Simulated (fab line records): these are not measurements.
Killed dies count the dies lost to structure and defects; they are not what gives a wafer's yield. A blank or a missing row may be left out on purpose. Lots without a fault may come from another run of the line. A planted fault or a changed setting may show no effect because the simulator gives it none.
Matching of chambers    flow n5-finfet    rie-diel-03 running N5_BEOL_M0_SAQP_ETCH_106: 4 sister chambers
The step etches SOC in N2/H2, stops on SiNx, target depth 150 nm. 20 wafers are shown with their chamber, then 10 later ones without.

## WAFERS WITH THEIR CHAMBER
wafer   chamber  throttle-valve-pct (%)  drypump-motor-current-A (A)  showerhead-plenum-p-Torr (Torr)
L074.1  1        17.62                   5.4                          2.47
L074.2  3        18.13                   5.1                          2.51
L074.3  3        18.12                   5.1                          2.51
L077.1  3        18.14                   5.2                          2.51
L077.2  0        17.68                   6.2                          2.43
L077.5  3        18.13                   5.1                          2.51
L079.1  3        18.14                   5.2                          2.51
L079.2  2        17.60                   5.9                          2.43
L079.6  2        17.60                   5.9                          2.43
L080.1  2        17.60                   5.9                          2.42
L080.3  1        17.65                   5.3                          2.47
L080.5  0        17.70                   6.2                          2.43
L084.1  0        17.71                   6.2                          2.43
L084.3  1        17.68                   5.4                          2.46
L084.6  2        17.62                   6.0                          2.42
L085.1  2        17.61                   5.9                          2.42
L085.2  1        17.69                   5.3                          2.46
L085.4  1        17.68                   5.3                          2.46
L089.2  0        17.74                   6.2                          2.42
L089.3  1        17.68                   5.4                          2.46

SIGNATURES (averages over the wafers above)
reading                   chamber 0  chamber 1  chamber 2  chamber 3  scatter within a chamber
throttle-valve-pct        17.7075    17.6667    17.6060    18.1320    0.0194
drypump-motor-current-A   6.200      5.350      5.920      5.140      0.0468
showerhead-plenum-p-Torr  2.4275     2.4633     2.4240     2.5100     0.00453
Rule: a wafer lies at a distance from a chamber equal to the root of the sum of squares, over the readings, of (its reading less the chamber's mean, divided by the reading's scatter). The wafer belongs to the nearest chamber; if the next one is less than 2 further off, it can't be placed. The scatter is the square root of a quotient: the sum, over the shown wafers, of each reading's squared deviation from its chamber's mean, divided by wafers minus chambers.

## WAFERS WHOSE CHAMBER IS MISSING
wafer   throttle-valve-pct (%)  drypump-motor-current-A (A)  showerhead-plenum-p-Torr (Torr)
L089.6  17.67                   5.2                          2.50
L094.1  17.70                   5.3                          2.46
L094.2  17.67                   5.9                          2.41
L094.4  17.67                   5.1                          2.50
L096.1  17.75                   6.2                          2.42
L096.5  17.66                   5.9                          2.41
L096.6  17.71                   5.4                          2.46
L097.2  17.75                   6.2                          2.42
L097.3  17.72                   5.3                          2.46
L097.6  17.77                   6.2                          2.42

## THE CHAMBER EACH PASSED THROUGH
wafer    from the rows above   in truth
L089.6   1                     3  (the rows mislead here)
L094.1   1                     1
L094.2   2                     2
L094.4   1                     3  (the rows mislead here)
L096.1   0                     0
L096.5   2                     2
L096.6   1                     1
L097.2   0                     0
L097.3   1                     1
L097.6   0                     0
Placed correctly: 8 of 10. From these rows, 0 cannot be placed. Wrongly placed: 2.
